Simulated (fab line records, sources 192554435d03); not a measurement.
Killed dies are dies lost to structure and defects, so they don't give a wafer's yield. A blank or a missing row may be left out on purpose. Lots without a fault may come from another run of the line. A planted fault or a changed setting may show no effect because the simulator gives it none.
Split-lot experiment | flow n5_finfet | 7 lots, 21 wafers read, on a route of 1938 steps

THE SPLIT
At N5_BEOL_M7_VIA_ETCH_34 (etches SiCOH lowk in C4F6/O2, target depth 125.5 nm, time 50.5 s), the setting time_s was moved away from the recipe's 50.5 s on 6 of the 21 wafers read, by -21.1% to -6.3%. The other wafers ran this setting at the recipe's value.

The reading is taken at the split's own step.

THE READING
SOC_of_BEOL_M7_COAT_63.thk_nm (the simulator's own value, which no gauge read), in nm, at N5_BEOL_M7_VIA_ETCH_34 (etches SiCOH lowk in C4F6/O2, target depth 125.5 nm, time 50.5 s). The file gives no usual value for it. The 15 wafers here that ran the recipe average 53.9 nm, standard deviation 0.23 nm.

wafer  | tool, chamber at the split | time_s as run, s | against the recipe | SOC_of_BEOL_M7_COAT_63.thk_nm, nm | against lot-mates on the recipe
L074.4 | rie_diel-03, 2             | 50.5             | recipe             | 54                                | -
L074.5 | rie_diel-03, 2             | 50.5             | recipe             | 53.8                              | -
L074.6 | rie_diel-03, 3             | 50.5             | recipe             | 54                                | -
L075.2 | rie_diel-02, 0             | 39.84            | -21.1%             | 54.8                              | +1.3
L075.3 | rie_diel-02, 2             | 50.5             | recipe             | 53.6                              | -
L075.6 | rie_diel-02, 2             | 50.5             | recipe             | 53.4                              | -
L078.2 | rie_diel-02, 3             | 45.57            | -9.8%              | 54.4                              | +0.5
L078.4 | rie_diel-02, 0             | 50.5             | recipe             | 54                                | -
L078.6 | rie_diel-02, 3             | 50.5             | recipe             | 53.8                              | -
L080.1 | rie_diel-03, 0             | 45.69            | -9.5%              | 54.4                              | +0.6
L080.4 | rie_diel-03, 1             | 50.5             | recipe             | 53.8                              | -
L080.5 | rie_diel-03, 3             | 45.69            | -9.5%              | 54.4                              | +0.6
L084.3 | rie_diel-05, 2             | 50.5             | recipe             | 54.2                              | -
L084.4 | rie_diel-05, 1             | 50.5             | recipe             | 53.8                              | -
L084.5 | rie_diel-05, 0             | 50.5             | recipe             | 54.2                              | -
L088.1 | rie_diel-02, 1             | 47.33            | -6.3%              | 54.2                              | +0.6
L088.3 | rie_diel-02, 3             | 47.33            | -6.3%              | 54.2                              | +0.6
L088.4 | rie_diel-02, 0             | 50.5             | recipe             | 53.6                              | -
L096.1 | rie_diel-02, 1             | 50.5             | recipe             | 54                                | -
L096.2 | rie_diel-02, 2             | 50.5             | recipe             | 54                                | -
L096.6 | rie_diel-02, 3             | 50.5             | recipe             | 54.2                              | -

THE FIT
A straight line over all 21 wafers: SOC_of_BEOL_M7_COAT_63.thk_nm changes by -0.0464 nm for each +1% of time_s; r = -0.79; the points scatter about the line by 0.21 nm.
The same after taking each lot's own level away (the mean of its wafers on the recipe; 21 wafers): -0.063 nm for each +1%; r = -0.94; scatter 0.12 nm.
On that fit, the largest move of time_s shifts the reading by 1.3 nm.
The lots' own levels span 53.50 to 54.07 nm, that is 2.5 times the standard deviation above.
So the lot-to-lot level blurs the effect unless lot-mates are compared.
Check: with one of the wafers moved furthest among these (-21.1%) left out of the fit, the line predicts +1.4 nm for it against its lot-mates. It came out at +1.3 nm against them.

OTHER SPLITS ON THESE WAFERS
These wafers also went through other splits before the reading. Each is held against what the fit with the lots' levels taken away leaves over:
other split on the same wafers | wafers away from the commonest value | r with SOC_of_BEOL_M7_COAT_63.thk_nm (lot level and that fit taken away)
N5_BEOL_M7_ETCH_61 source_w    | 6                                    | +0.11
N5_BEOL_M7_COAT_64 spin_rpm    | 9                                    | -0.38
N5_BEOL_M7_EXPOSE_25 dose_mj   | 6                                    | -0.05

THE WHOLE CHAIN: every reading that the file lists as answering this split, in the file's order
step                   | what it does                                                     | reading                                                                        | change (the file's fit)                | r (the file's)
N5_BEOL_M7_VIA_ETCH_34 | etches SiCOH lowk in C4F6/O2, target depth 125.5 nm, time 50.5 s | etch.depth_nm (the simulator's own value, which no gauge read)                 | +1.28 nm for each +1% of the setting   | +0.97
N5_BEOL_M7_VIA_ETCH_34 | etches SiCOH lowk in C4F6/O2, target depth 125.5 nm, time 50.5 s | SOC_of_BEOL_M7_COAT_63.thk_nm (the simulator's own value, which no gauge read) | -0.0623 nm for each +1% of the setting | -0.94

THE FILE'S OWN FIT
SOC_of_BEOL_M7_COAT_63.thk_nm changes by -0.0623 nm for each +1% of time_s, r = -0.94.
